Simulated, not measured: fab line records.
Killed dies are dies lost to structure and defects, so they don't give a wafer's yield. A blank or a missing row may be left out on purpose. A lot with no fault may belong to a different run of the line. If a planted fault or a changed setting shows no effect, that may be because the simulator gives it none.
fab line records	flow nand-harc
record: lots: 6	wafers: 14	last-day: 24
route steps=1159 shown A_STAIRCASE@686 A_SGD_CUT@761 END@1159
lots with no fault: from the same line, run without faults
start-h: hours from the record's opening day to when the first of the lot's shown wafers began	wait-h: hours from the lot's prior step to this one	" the same as in the row above	L1.1+2: a single row standing in for several wafers	- value missing, or start not given	* or withheld: withheld	< > ~ a bound
route shown NAME@n: NAME is a module with steps in the file, n the number in the route of the first one	usual: the fault-free wafers' mean and standard deviation	same: alike in all rows	chamber/n: place in a boat	sites: the reading at each site	_std_site: the standard deviation of these	_edge_site: outer sites' mean less inner sites'	radius-mm: for every site, how far away it sits from the centre of the wafer	mask NAME#n: copy n	behind: the most recent tool/chamber to have shaped the wafer	hold: what put the lot on hold/how long, in hours/how the hold closed	device: whichever transistor did not switch (one of n, p or np)	end of line: at the end of the route, the tests of the same wafers	step lacking rows: just its recipe	killed: count of dies lost to structure and defects at first sort (not the wafer's yield)	map: shows each die of a wafer: x if killed, . if not, _ if none is there
set.NAME: the setting the step ran with; set.NAME@STEP: the setting that earlier step ran with	model.NAME: the simulator's own value behind a step, which no gauge read
lots seen at some steps along the route; tables by step, rows by wafer
services: a tool's chamber out of use, with start hour (start-h, from the record's first day; less than 0 if before it), hours out, and reason
== steps ==
step: NHARC_A_STAIRCASE_HARDBAKE_311
recipe: temp-c: 120	time-s: 140
step: NHARC_A_STAIRCASE_DESCUM_312
recipe: time-s: 3	o2-flow-sccm: 200	ar-flow-sccm: 0	bias-power-w: 0	chemistry: O2
step: NHARC_A_STAIRCASE_ETCH_313
recipe: cf4-flow-sccm: 100	chf3-flow-sccm: 30	ar-flow-sccm: 0	rf-w: 500	bias-w: 200	chemistry: CF4/CHF3
usual: drypump-motor-current-A: 5.8/0.45	oes-product-au: 0.937/0.02	rf-vpp-V: 371.1/2.9	showerhead-plenum-p-Torr: 1.59/0.084	throttle-valve-pct: 16.803/0.0096
lot.wafer	tool	chamber	start-h	wait-h	drypump-motor-current-A	oes-product-au	rf-hours-counter-h	rf-vpp-V	showerhead-plenum-p-Torr	throttle-valve-pct
L514.3	rie-diel-01	0	277.30	0.1	5.7	0.928	48	369.5	1.48	16.813
L514.1	"	3	"	"	5.5	0.930	52	373.3	1.69	16.811
L514.5	"	1	"	"	6.1	0.923	-	373.4	1.64	16.797
L513.1	rie-diel-12	0	277.41	0.1	6.1	0.926	25	370.4	1.58	16.792
L513.4	"	3	"	"	6.2	0.920	25	371.1	1.64	16.816
L513.6	"	0	"	"	6.1	0.923	-	370.8	1.58	16.795
L518.4	rie-diel-13	2	301.78	0.1	6.0	0.969	6	375.9	1.70	16.812
L520.1	rie-diel-13	3	324.24	1.6	6.1	0.917	16	367.7	1.48	16.807
L532.4	rie-diel-01	1	382.33	0.2	6.1	0.924	22	371.4	1.63	16.820
L532.1	"	2	"	"	5.7	0.916	24	367.4	1.48	16.788
L532.5	"	2	"	"	5.7	0.932	-	366.5	1.48	16.808
L533.4	rie-diel-13	3	383.91	0.1	6.1	0.925	40	366.0	1.47	16.793
L533.6	"	2	"	"	6.0	0.922	-	374.3	1.69	16.809
L533.5	"	3	"	"	6.1	0.916	-	365.1	1.47	16.784
step: NHARC_A_STAIRCASE_HM_OPEN_463
recipe: o2-flow-sccm: 400	cos-flow-sccm: 20	ar-flow-sccm: 0	rf-w: 500	bias-w: 300	chemistry: O2/COS
step: NHARC_A_STAIRCASE_STRIP_464
recipe: o2-flow-sccm: 400	cos-flow-sccm: 20	ar-flow-sccm: 0	bias-w: 0	chemistry: O2/COS
step: NHARC_A_STAIRCASE_ETCH_453
recipe: target-depth-a: 300	overetch-a: 30	time-s: 16.5	ion-energy-ev: 100	cf4-flow-sccm: 80	o2-flow-sccm: 20	ar-flow-sccm: 0	rf-w: 300	bias-w: 100	chemistry: CF4/O2
step: NHARC_A_STAIRCASE_ETCH_315
recipe: target-depth-a: 25000	time-s: 607.1	ion-energy-ev: 800	c4f8-flow-sccm: 80	o2-flow-sccm: 60	ar-flow-sccm: withheld	rf-w: 600	bias-w: 3000	chemistry: C4F8/O2/Ar
usual: oes-product-au: 0.934/0.0095	rf-vpp-V: 1830/14
lot.wafer	tool	chamber	start-h	wait-h	oes-product-au	rf-hours-counter-h	rf-vpp-V
L514.1	rie-diel-01	3	-	-	0.935	52	1847
L514.3	"	1	"	"	0.941	49	1838
L514.5	"	0	"	"	0.947	-	1811
L513.4	rie-diel-12	3	-	-	0.925	26	1838
L513.1	"	0	"	"	0.925	25	1829
L513.6	"	3	"	"	0.931	-	1839
L518.4	rie-diel-13	0	-	-	0.937	6	1840
L520.1	rie-diel-13	3	-	-	0.919	17	1810
L532.4	rie-diel-01	2	-	-	0.925	25	1810
L532.1	"	0	"	"	0.935	23	1810
L532.5	"	2	"	"	0.928	-	1812
L533.4	rie-diel-13	1	-	-	0.932	40	1833
L533.6	"	0	"	"	0.942	-	1837
L533.5	"	1	"	"	0.937	-	1835
step: NHARC_A_STAIRCASE_STRIP_316
recipe: o2-flow-sccm: 500	ar-flow-sccm: 0	bias-w: 0	chemistry: O2
step: NHARC_A_STAIRCASE_STRIP_317
recipe: time-s: 900	temp-c: 130	chemistry: SPM
step: NHARC_A_STAIRCASE_PRECLEAN_318
recipe: time-s: *	temp-c: 50	bath-age-min: 0	chemistry: SC1
step: NHARC_A_STAIRCASE_SRD_329
step: NHARC_A_STAIRCASE_ALD_415
recipe: target-thk-a: 300	pulse-time-s: 6	ald-cycles: 300	temp-c: 300	material: SiO2
usual: heater-power-w: 495/33	precursor-pulse-height-rel: 1.000/0.023
lot.wafer	tool	chamber	start-h	wait-h	heater-power-w	precursor-pulse-height-rel
L513.1	ald-hk-01	2	279.38	0.1	481	0.995
L513.4	"	0	"	"	530	0.993
L513.6	"	2	"	"	491	0.992
L514.3	ald-hk-02	3	279.49	0.3	502	1.011
L514.1	"	1	"	"	552	0.964
L514.5	"	2	"	"	533	0.971
L518.4	ald-hk-02	0	305.25	1.7	515	1.012
L520.1	ald-hk-02	0	327.07	0.5	513	1.023
L532.4	ald-hk-01	0	385.00	0.5	548	1.003
L532.1	"	1	"	"	467	1.019
L532.5	"	3	"	"	473	0.986
L533.4	ald-hk-02	1	386.59	0.8	549	0.981
L533.6	"	3	"	"	517	0.981
L533.5	"	0	"	"	535	0.986
step: NHARC_A_STAIRCASE_ETCHBACK_416
recipe: target-depth-a: 360	time-s: 7.2	c4f8-flow-sccm: withheld	o2-flow-sccm: 8	ar-flow-sccm: withheld	rf-w: 600	bias-w: 800	chemistry: C4F8/O2/Ar
step: NHARC_A_STAIRCASE_STRIP_476
recipe: time-s: 20	o2-flow-sccm: 500	ar-flow-sccm: 0	bias-w: 0	chemistry: O2
step: NHARC_A_STAIRCASE_DEP_417
recipe: target-thk-a: 600	step-coverage-pct: 20	temp-c: 400	target-thk-nm: 60	flow-sccm: 200	rf-w: 450	material: Si3N4
step: NHARC_A_STAIRCASE_WET_418
recipe: temp-c: 160	target-depth-a: 200	chemistry: H3PO4
step: NHARC_A_STAIRCASE_PRECLEAN_419
recipe: time-s: *	temp-c: 50	bath-age-min: 0	chemistry: SC1
step: NHARC_A_STAIRCASE_SRD_421
step: NHARC_A_STAIRCASE_ALD_420
recipe: target-thk-a: 200	pulse-time-s: 6	ald-cycles: 200	temp-c: 300	material: SiO2
usual: heater-power-w: 494/33	precursor-pulse-height-rel: 1.002/0.023
lot.wafer	tool	chamber	start-h	wait-h	heater-power-w	precursor-pulse-height-rel
L513.4	ald-hk-03	0	287.27	-	433	1.002
L513.1	"	1	"	"	493	0.997
L513.6	"	1	"	"	477	0.981
L514.3	ald-hk-03	1	288.21	-	498	1.041
L514.1	"	2	"	"	522	0.963
L514.5	"	2	"	"	516	1.001
L518.4	ald-hk-01	1	310.69	-	461	1.021
L520.1	ald-hk-02	2	332.34	-	497	1.007
L532.1	ald-hk-01	3	390.39	-	467	1.024
L532.4	"	0	"	"	538	1.026
L532.5	"	0	"	"	534	0.984
L533.4	ald-hk-02	2	390.72	-	494	0.991
L533.6	"	0	"	"	524	0.979
L533.5	"	1	"	"	532	0.999
step: NHARC_A_STAIRCASE_CVD_552
recipe: target-thk-a: 400	temp-c: 700	pressure-mtorr: 300	material: SiNx
step: NHARC_A_STAIRCASE_DEP_151
recipe: target-thk-a: 38000	temp-c: 400	target-thk-nm: 3800	teos-flow-sccm: 200	rf-w: 500	material: SiO2
step: NHARC_A_STAIRCASE_ANNEAL_320
recipe: temp-c: 750	time-s: 1800
step: NHARC_A_STAIRCASE_DEP_322
recipe: target-thk-a: 38000	temp-c: 400	target-thk-nm: 3800	teos-flow-sccm: 200	rf-w: 500	material: SiO2
usual: heater-power-w: 610/91
lot.wafer	tool	chamber	start-h	wait-h	heater-power-w
L513.1	pecvd-04	1	304.20	0.2	685
L513.4	"	0	"	"	523
L513.6	"	1	"	"	636
L514.3	pecvd-01	1	304.21	0.2	617
L514.1	"	2	"	"	542
L514.5	"	1	"	"	552
L518.4	pecvd-03	1	327.67	0.5	493
L520.1	pecvd-03	2	348.27	0.3	650
L532.1	pecvd-03	2	405.81	0.2	724
L532.4	"	1	"	"	490
L532.5	"	2	"	"	577
L533.5	pecvd-01	1	406.15	0.5	566
L533.6	"	2	"	"	475
L533.4	"	0	"	"	546
step: NHARC_A_STAIRCASE_ANNEAL_323
recipe: temp-c: 750	time-s: 1800
step: NHARC_A_STAIRCASE_DEP_325
recipe: target-thk-a: 38000	temp-c: 400	target-thk-nm: 3800	teos-flow-sccm: 200	rf-w: 500	material: SiO2
step: NHARC_A_STAIRCASE_ANNEAL_326
recipe: temp-c: 750	time-s: 1800
step: NHARC_A_STAIRCASE_DEHYDRATE_433
recipe: temp-c: 150	time-s: 120
step: NHARC_A_STAIRCASE_HMDS_434
recipe: time-s: 30
step: NHARC_A_STAIRCASE_COAT_435
recipe: spin-rpm: 1200
step: NHARC_A_STAIRCASE_SOFTBAKE_436
recipe: temp-c: 135	time-s: 170
step: NHARC_A_STAIRCASE_EBR_437
step: NHARC_A_STAIRCASE_EXPOSE_438
recipe: na: 0.5	dose-mj: 28.97	mask-id: STAIR_REV
step: NHARC_A_STAIRCASE_PEB_439
recipe: peb-temp-c: 115	peb-time-s: 130
step: NHARC_A_STAIRCASE_DEVELOP_440
recipe: time-s: 140
step: NHARC_A_STAIRCASE_HARDBAKE_442
recipe: temp-c: 120	time-s: 140
step: NHARC_A_STAIRCASE_DESCUM_443
recipe: time-s: 3	o2-flow-sccm: 200	ar-flow-sccm: 0	bias-power-w: 0	chemistry: O2
step: NHARC_A_STAIRCASE_ETCH_444
recipe: target-depth-a: 1.02e+05	time-s: 3400	c4f8-flow-sccm: 20	o2-flow-sccm: 10	ar-flow-sccm: withheld	rf-w: 600	bias-w: 1000	chemistry: C4F8/O2
usual: oes-product-au: 0.932/0.018	rf-vpp-V: 807/6.3
lot.wafer	tool	chamber	start-h	wait-h	oes-product-au	rf-hours-counter-h	rf-vpp-V
L514.1	rie-diel-13	2	320.90	0.1	0.937	14	817
L514.3	"	0	"	"	0.944	12	813
L514.5	"	2	"	"	0.937	-	815
L513.4	rie-diel-13	1	322.69	0.3	0.932	13	810
L513.1	"	3	"	"	0.924	15	800
L513.6	"	2	"	"	0.943	-	816
L518.4	rie-diel-12	3	343.65	0.8	0.922	50	810
L520.1	rie-diel-01	2	363.20	0.3	0.931	16	802
L533.4	rie-diel-12	3	420.05	0.1	0.948	9	812
L533.6	"	3	"	"	0.953	-	811
L533.5	"	0	"	"	0.938	-	806
L532.1	rie-diel-01	2	420.11	0.1	0.916	41	799
L532.4	"	1	"	"	0.917	38	809
L532.5	"	2	"	"	0.913	-	799
step: NHARC_A_SGD_CUT_DESCUM_14
recipe: time-s: 3	o2-flow-sccm: 200	ar-flow-sccm: 0	bias-power-w: 0	chemistry: O2
usual: drypump-motor-current-A: 5.7/0.33	oes-product-au: 1.001/0.0089	rf-vpp-V: 57.6/0.91	showerhead-plenum-p-Torr: 1.91/0.07	throttle-valve-pct: 11.310/0.0083
lot.wafer	tool	chamber	start-h	wait-h	hold	drypump-motor-current-A	oes-product-au	rf-hours-counter-h	rf-vpp-V	showerhead-plenum-p-Torr	throttle-valve-pct
L514.3	rie-diel-04	1	326.86	0.1	-	6.2	1.001	2	55.6	1.90	11.293
L514.1	"	3	"	"	-	5.9	1.008	3	55.6	1.89	11.301
L514.5	"	0	"	"	-	5.4	1.005	-	57.6	1.95	11.318
L513.1	rie-diel-08	0	328.75	0.1	-	5.6	1.004	1	56.8	1.87	11.305
L513.4	"	3	"	"	-	5.2	0.995	1	58.9	1.88	11.310
L513.6	"	1	"	"	-	5.7	0.990	-	60.2	2.05	11.313
L518.4	rie-diel-08	1	351.40	2.4	await-dispo/2.4h/release	5.7	0.996	3	59.7	2.05	11.294
L520.1	rie-diel-08	1	371.52	1.4	await-dispo/1.3h/release	5.7	0.996	5	57.3	2.05	11.293
L533.4	rie-diel-08	0	425.95	0.1	-	5.6	1.001	9	58.0	1.87	11.296
L533.6	"	1	"	"	-	5.7	1.017	-	58.2	2.04	11.316
L533.5	"	2	"	"	-	6.3	0.998	-	57.8	1.89	11.304
L532.4	rie-diel-04	2	426.26	0.1	-	5.4	0.994	12	58.4	1.86	11.306
L532.1	"	3	"	"	-	5.9	1.011	11	56.7	1.89	11.310
L532.5	"	1	"	"	-	6.2	1.004	-	57.2	1.90	11.315
step: NHARC_END_SORT_01
recipe: temp-c: 25
usual: killed-at-array: 28/10	killed-at-other: 0.6/0.85	killed-at-periphery: 3.3/2.3	killed-dies: 32/11	killed-open: 3.3/1.5	killed-short: 2.1/1.4
same: gross-dies: 677
lot.wafer	tool	chamber	start-h	wait-h	killed-at-array	killed-at-other	killed-at-periphery	killed-dies	killed-open	killed-short
L518.4	prober-02	0	500.69	3.4	95	1	2	98	2	1
L520.1	prober-02	0	527.57	2.5	96	0	3	99	3	2
L533.5	prober-01	0	564.24	3.7	18	0	3	21	5	1
killed by level:class
L518.4 A_STAIRCASE:unspecified=72 A_SLIT:chamber-film-flake=11 A_STAIRCASE:chamber-film-flake=5 A_CONTACT:chamber-film-flake=2 A_SOURCE_PLATE:geometric-particle:short=1 A_ONON_D1:geometric-particle:open=1 A_CONTACT:geometric-particle:open=1 P_ZERO_WELL:chamber-film-flake=1
L520.1 A_STAIRCASE:unspecified=75 A_CHANNEL_HOLE_D1:chamber-film-flake=8 A_CONTACT:chamber-film-flake=4 A_STAIRCASE:chamber-film-flake=3 A_SLIT:chamber-film-flake=2 P_STI:geometric-particle:open=1 P_M2:geometric-particle:short=1 A_ONON_D1:geometric-particle:open=1
L533.5 A_CHANNEL_HOLE_D1:chamber-film-flake=6 A_ZERO_WELL:chamber-film-flake=3 A_SLIT:chamber-film-flake=3 P_GATE:chamber-film-flake=2 P_GATE:geometric-particle:open=1 A_SOURCE_PLATE:geometric-particle:short=1 A_ONON_D1:geometric-particle:open=1 A_CHANNEL_FILL_D1:geometric-particle:open=1
map L518.4 (x killed, . not)
____________.____________
_________......._________
_______.........x._______
______.......x....x______
_____.........xxx..._____
____..........x..x...____
____.......x.x..x....____
___.........x..x......___
___..........x.xx.....___
__...........xx......x.__
__......x...xxxxx.....x__
_.....x....xxxxxxxx....._
_.........xxxxxxxx......_
_...x......xxxxxxx.x...._
_.........xxxxxxxx......_
_...........xxxxxxx....._
.........x.xxxxxxxx......
...........xxxxxxx.......
.......x....xxxx.xx......
..............x.x........
........x......x.........
_.......x.......x......._
_......................._
_......................._
_......................._
_......................._
__.....................__
__............x........__
___.......x...........___
___...................___
____.................____
____.................____
_____..............._____
______.............______
_______..........._______
_________......._________
____________.____________
map L520.1 (x killed, . not)
____________.____________
_________......._________
_______..x.x......_______
______.............______
_____..............._____
____..........x......____
____.................____
___................x..___
___....x......x.x.....___
__........x..xxxxxx....__
__........xx.xxxxx..x..__
_.........xxxxxxxxx....x_
_..........xxxxxxxx..x.._
_..........xxxxxxx.x.x.._
_.........xxxxxxxx......_
_..........xxxxxxxx....._
...........xxxxxxx.......
..........x.xxxxx.x......
...........xxxxxxx.......
............xxxxx..x.....
..........x...x....x.....
_............x.........._
_......................._
_......................._
_......x................_
_......................._
__.....................__
__.....................__
___.......x...........___
___...................___
____.................____
____.................____
_____..............._____
______.............______
_______..........._______
_________......._________
____________.____________
== services ==
tool	chamber	start-h	hours	kind
rie-diel-13	0	256.05	-	clean
rie-diel-13	1	256.05	-	clean
rie-diel-13	2	256.05	-	clean
rie-diel-13	-	276.21	9.0	pm
pecvd-04	0	287.50	4.9	repair
rie-diel-04	-	288.90	9.0	pm
pecvd-03	-	292.33	13.0	pm
rie-diel-08	3	295.37	12.4	repair
ald-hk-01	-	301.43	1.5	repair
rie-diel-08	-	301.80	9.0	pm
rie-diel-12	2	310.57	12.3	repair
rie-diel-01	-	314.82	9.0	pm
rie-diel-08	2	317.14	4.9	repair
ald-hk-03	-	322.75	10.0	pm
pecvd-03	-	344.13	0.4	repair
pecvd-04	1	350.21	9.6	repair
pecvd-04	-	352.33	0.6	repair
rie-diel-13	3	371.96	3.1	repair
pecvd-04	-	376.00	13.0	pm
rie-diel-12	-	380.36	9.0	pm
rie-diel-08	2	381.32	13.8	repair
pecvd-04	2	389.00	5.1	repair
rie-diel-12	1	404.57	12.5	repair
rie-diel-08	-	413.72	0.9	repair
== key ==
first-sign: step: NHARC_END_SORT_01	reading: killed-at-array	direction: up	sigmas: 6.6	usual: 28	struck: 96
effect: step: NHARC_END_SORT_01	reading: killed-dies	direction: up	sigmas: 6.3	usual: 32	struck: 98
more-kills-born-at: NHARC_A_STAIRCASE_ALD_415@ald-hk-02: 147
met-at NHARC_A_STAIRCASE_ALD_415
struck-wafers L518.4,L520.1
tester-left-out L518,L520
fault: kind: chamber-particle-source	tool: ald-hk-02	chamber: 0	onset-h: 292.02	steps: NHARC_A_STAIRCASE_ALD_415	rate-per-visit-cm2: 0.51559	end-h: 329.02
tester-left-out: of these lots the tester's yield and bins aren't shown, on N5 and GAA mostly nor the transistor test; their killed dies are dies lost to structure and defects alone, not to doping, threshold or leakage, so they don't give the yield
